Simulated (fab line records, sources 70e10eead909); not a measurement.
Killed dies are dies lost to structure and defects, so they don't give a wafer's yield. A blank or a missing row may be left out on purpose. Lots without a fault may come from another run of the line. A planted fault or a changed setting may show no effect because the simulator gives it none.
Which tool did it? | flow nand_harc | 12 lots, 36 wafers sampled, at 4 steps of a route of 1302

WHAT THE GAUGES READ, wafer by wafer
NHARC_P_GATE_CD_MEAS_59: target cd 720 nm.
lot  | measured     | on        | cd_nm (nm)
L075 | day 5 20:49  | cd_sem-03 | 720.0 719.1 718.1
L077 | day 7 00:26  | cd_sem-03 | 715.7 718.9 716.5
L079 | day 7 14:00  | cd_sem-02 | 721.3 717.4 720.2
L081 | day 8 23:09  | cd_sem-03 | 721.5 721.4 719.6
L083 | day 9 13:01  | cd_sem-01 | 716.5 718.4 718.1
L085 | day 10 09:08 | cd_sem-02 | 718.7 717.9 724.9
L086 | day 10 20:43 | cd_sem-02 | 722.3 719.6 722.1
L088 | day 11 13:49 | cd_sem-02 | 719.0 721.0 723.7
L091 | day 12 12:19 | cd_sem-03 | 718.8 723.0 719.9
L093 | day 13 09:40 | cd_sem-03 | 721.9 716.8 717.2
L095 | day 14 14:31 | cd_sem-03 | 721.2 724.3 718.6
L097 | day 15 00:59 | cd_sem-03 | 722.7 720.3 722.7

WHICH TOOL RAN EACH LOT (tool, then ch and the chambers of the sampled wafers, then the start)
lot  | NHARC_P_GATE_DEP_103            | NHARC_P_GATE_ETCH_32             | NHARC_P_GATE_STRIP_101
L075 | pecvd-03 ch 0,1, day 5 06:29    | rie_si-06 ch 0,3, day 5 07:42    | rie_diel-06 ch 0,1,3, day 5 18:02
L077 | pecvd-03 ch 0,1, day 6 10:18    | rie_si-04 ch 0,3, day 6 11:35    | rie_diel-09 ch 0,3, day 6 21:54
L079 | pecvd-04 ch 0,1,2, day 6 21:35  | rie_si-02 ch 0,1,3, day 6 22:49  | rie_diel-06 ch 1,3, day 7 11:10
L081 | pecvd-04 ch 1,2, day 8 08:55    | rie_si-02 ch 0,2,3, day 8 10:11  | rie_diel-09 ch 1,2,3, day 8 20:34
L083 | pecvd-01 ch 0,1, day 8 22:41    | rie_si-02 ch 1,2,3, day 8 23:53  | rie_diel-06 ch 0,1,3, day 9 10:20
L085 | pecvd-04 ch 0,1, day 9 16:36    | rie_si-02 ch 0,1,3, day 9 17:54  | rie_diel-09 ch 0,1,2, day 10 06:34
L086 | pecvd-01 ch 0,2, day 10 06:26   | rie_si-06 ch 0,2,3, day 10 07:37 | rie_diel-10 ch 0,3, day 10 18:02
L088 | pecvd-01 ch 0,1,2, day 10 23:16 | rie_si-06 ch 0,1,2, day 11 00:37 | rie_diel-09 ch 0,2,3, day 11 11:04
L091 | pecvd-04 ch 0,1, day 11 21:50   | rie_si-04 ch 1,2, day 11 23:14   | rie_diel-06 ch 0,2,3, day 12 09:40
L093 | pecvd-01 ch 1,2, day 12 19:11   | rie_si-04 ch 0,2,3, day 12 20:27 | rie_diel-06 ch 1,2,3, day 13 06:56
L095 | pecvd-03 ch 0,1,2, day 13 23:55 | rie_si-06 ch 0,2, day 14 01:16   | rie_diel-06 ch 0,2,3, day 14 11:49
L097 | pecvd-04 ch 0,1, day 14 10:37   | rie_si-06 ch 0,2,3, day 14 11:58 | rie_diel-09 ch 0,2,3, day 14 22:21
- NHARC_P_GATE_DEP_103: deposits SiON, target thk 30 nm.
- NHARC_P_GATE_ETCH_32: etches the open film in HBr/Cl2, target depth 150 nm, time 100.1 s.
- NHARC_P_GATE_STRIP_101: strips in O2, time 20 s.

THE ANSWER, worked out from the rows above alone
Rule: what is usual is taken from the lots themselves. Put in order of their means at a reading, lots are off if they are a third of the lots or fewer, leave a main group of 4 or more, and stand apart from it by a gap of 3 or more times the standard deviation of the main group's means; of several such gaps the widest counts. A main group whose means are all the same, to the digits that the tables above print for the reading, isn't used. A lot without any number at a reading at which 4 lots or more have one is off too. The other lots that the step has rows for count as sound.
No lot is off at any reading shown: from this, nothing can be told.

WHAT THE SIMULATOR HAD PUT IN
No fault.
